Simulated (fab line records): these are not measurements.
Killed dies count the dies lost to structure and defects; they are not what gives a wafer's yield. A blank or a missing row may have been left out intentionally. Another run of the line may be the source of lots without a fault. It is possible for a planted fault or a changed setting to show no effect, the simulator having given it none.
A lot that was struck, set against a sound lot | flow nand harc | 15 out of 1302 route steps
Sound: wafers L852.3, L852.5, L852.6. Wafers L859.2, L859.3, L859.5 were the ones struck. At the end, the cause is stated.
At each step with rows: each side's tool, then ch and its chambers, then its first start. Under that, the readings that differ: sound wafers | struck wafers | difference of the means | sigmas: that difference in standard deviations of wafers without a fault.
alike: words and numbers the same on both sides, and readings whose means are apart by under 2 such deviations; not compared: readings that were withheld, readings missing a value for some wafer, numbers with overlapping values and no deviation given by the record, and bounds like >300 which may hide the same value.
A row with sigmas, a row that says differs or no value, or rows on one side alone: a step with any of these is where the two part. Numbers that have no deviation but don't overlap get no sigmas and don't part them. A reading missing from all wafers of one side parts the sides only when that side holds two or more wafers.

first, 1 step without rows for these wafers: NHARC_A_ONON_D1_DEP_12 (target thk 1000 nm).
NHARC_A_ONON_D1_THK_MEAS_14: measures by ellipsometry.
  sound on film metro-02, day 10 06:04; struck on film metro-02, day 13 05:37
  alike: thk nm
then, 2 steps without rows for these wafers: NHARC_A_ONON_D1_ANNEAL_15 (time 3600 s); NHARC_A_ONON_D1_DEP_16 (target thk 1000 nm).
NHARC_A_ONON_D1_THK_MEAS_18: measures by ellipsometry.
  sound on film metro-02, day 10 18:39; struck on film metro-01, day 13 13:23
  alike: thk nm
then, no rows for these wafers at 1 step: NHARC_A_ONON_D1_DEP_19 (target thk 1000 nm).
NHARC_A_ONON_D1_THK_MEAS_21: measures by ellipsometry.
  sound on film metro-02, day 10 19:13; struck on film metro-01, day 13 13:58
  alike: thk nm
then, no rows for these wafers at 1 step: NHARC_A_ONON_D1_DEP_22 (target thk 1000 nm).
NHARC_A_ONON_D1_THK_MEAS_24: measures by ellipsometry.
  sound on film metro-01, day 10 19:47; struck on film metro-02, day 13 14:32
  alike: thk nm
then, no rows for these wafers at 1 step: NHARC_A_ONON_D1_DEP_25 (target thk 1000 nm).
NHARC_A_ONON_D1_THK_MEAS_27: measures by ellipsometry.
  sound on film metro-02, day 10 20:20; struck on film metro-02, day 13 15:06
  alike: thk nm
NHARC_A_ONON_D1_DEP_28: target thk 1000 nm.
  sound on pecvd onon-04 ch 0, day 10 20:31; struck on pecvd onon-02 ch 0, day 13 15:13
NHARC_A_ONON_D1_THK_MEAS_30: measures by ellipsometry.
  sound on film metro-01, day 10 20:55; struck on film metro-01, day 13 15:40
  reading     | sound          | struck      | difference | sigmas
  thk nm (nm) | 1018 1018 1018 | 331 331 332 | -687       | -70
NHARC_A_ONON_D1_DEP_33: deposits SiO2, target thk 200 nm.
  sound on pecvd-01 ch 0,2, day 10 21:04; struck on pecvd-01 ch 1,2, day 13 15:43
  alike: heater power w, throttle valve pct
-- the record jumps here: 16 days lie between the struck wafers' starts before and after (it left off in module A_ONON_D1 and takes up again in module END, whose first step shown is number 1302 of the route) --
NHARC_END_SORT_01:
  sound on prober-01 ch 0, day 28 00:59; struck on prober-01 ch 0, day 29 14:19
  reading             | sound    | struck      | difference | sigmas
  killed at array     | 88 74 62 | 664 663 663 | +589       | +33
  killed at periphery | 0 0 0    | 13 14 13    | +13        | +4
  killed dies         | 89 74 64 | 677 677 677 | +601       | +35
  alike: killed at other, killed open, killed short

== WHERE THEY PART ==
Earliest at NHARC_A_ONON_D1_THK_MEAS_30; latest, in this record, at NHARC_END_SORT_01.

WHY: what had been put in by the simulator
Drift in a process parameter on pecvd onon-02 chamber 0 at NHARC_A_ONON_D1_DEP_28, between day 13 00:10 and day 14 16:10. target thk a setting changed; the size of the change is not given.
